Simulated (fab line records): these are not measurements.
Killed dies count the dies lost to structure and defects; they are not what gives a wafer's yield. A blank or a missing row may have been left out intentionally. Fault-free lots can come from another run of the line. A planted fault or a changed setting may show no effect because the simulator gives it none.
Chamber matching | flow n5-finfet | N5_MOL_CONTACT_COAG_ETCH_110 on rie-diel-02: 4 sister chambers
The step etches Si in CF4/O2, target depth 2.5 nm, time 8 s. 16 wafers are shown with their chamber, then 8 later ones without.

== EACH WAFER AND ITS CHAMBER ==
wafer  | chamber | drypump-motor-current-A (A) | showerhead-plenum-p-Torr (Torr) | oes-product-au (a.u.)
L075.3 | 0       | 5.9                         | 2.19                            | 0.68
L075.4 | 1       | 5.7                         | 2.35                            | 0.88
L075.6 | 0       | 5.9                         | 2.19                            | 0.67
L081.2 | 2       | 6.7                         | 2.29                            | 0.70
L081.5 | 1       | 5.7                         | 2.35                            | 0.86
L081.6 | 0       | 5.9                         | 2.19                            | 0.67
L082.2 | 3       | 5.4                         | 2.28                            | 0.69
L082.3 | 1       | 5.8                         | 2.35                            | 0.85
L082.6 | 0       | 5.9                         | 2.19                            | 0.67
L084.4 | 2       | 6.7                         | 2.29                            | 0.69
L084.5 | 2       | 6.8                         | 2.29                            | 0.69
L084.6 | 3       | 5.4                         | 2.28                            | 0.69
L087.3 | 3       | 5.4                         | 2.28                            | 0.68
L087.5 | 1       | 5.8                         | 2.34                            | 0.85
L087.6 | 2       | 6.8                         | 2.28                            | 0.68
L089.1 | 3       | 5.4                         | 2.27                            | 0.69

SIGNATURES, as means of the wafers listed above
reading                  | chamber 0 | chamber 1 | chamber 2 | chamber 3 | scatter within a chamber
drypump-motor-current-A  | 5.900     | 5.750     | 6.750     | 5.400     | 0.0408
showerhead-plenum-p-Torr | 2.1900    | 2.3475    | 2.2875    | 2.2775    | 0.00433
oes-product-au           | 0.6725    | 0.8600    | 0.6900    | 0.6875    | 0.0089
Rule: a wafer's distance from a chamber is the root of the sum, over the readings, of the square of ((its reading less the chamber's mean) divided by the reading's scatter). If the next closest chamber is less than 2 further off than the closest, the wafer can't be placed; otherwise it belongs to the closest. The scatter: the root of (the sum of the squares of (reading less its chamber's mean) over the shown wafers, divided by (wafers less chambers)).

== WAFERS WHOSE CHAMBER IS MISSING ==
wafer  | drypump-motor-current-A (A) | showerhead-plenum-p-Torr (Torr) | oes-product-au (a.u.)
L089.4 | 5.4                         | 2.27                            | 0.68
L089.6 | 6.8                         | 2.28                            | 0.68
L091.2 | 5.8                         | 2.34                            | 0.83
L091.3 | 6.8                         | 2.28                            | 0.68
L091.6 | 6.8                         | 2.28                            | 0.69
L094.1 | 6.7                         | 2.28                            | 0.68
L094.2 | 5.9                         | 2.18                            | 0.98
L094.4 | 6.7                         | 2.28                            | 0.67

== WHICH CHAMBER EACH WENT THROUGH ==
wafer  | from the rows above | in truth
L089.4 | 3                   | 3
L089.6 | 2                   | 2
L091.2 | 1                   | 1
L091.3 | 2                   | 2
L091.6 | 2                   | 2
L094.1 | 2                   | 2
L094.2 | 0                   | 0
L094.4 | 2                   | 2
Placed correctly: 8 of 8. Can't be placed from these rows: 0. Wrongly placed: 0.
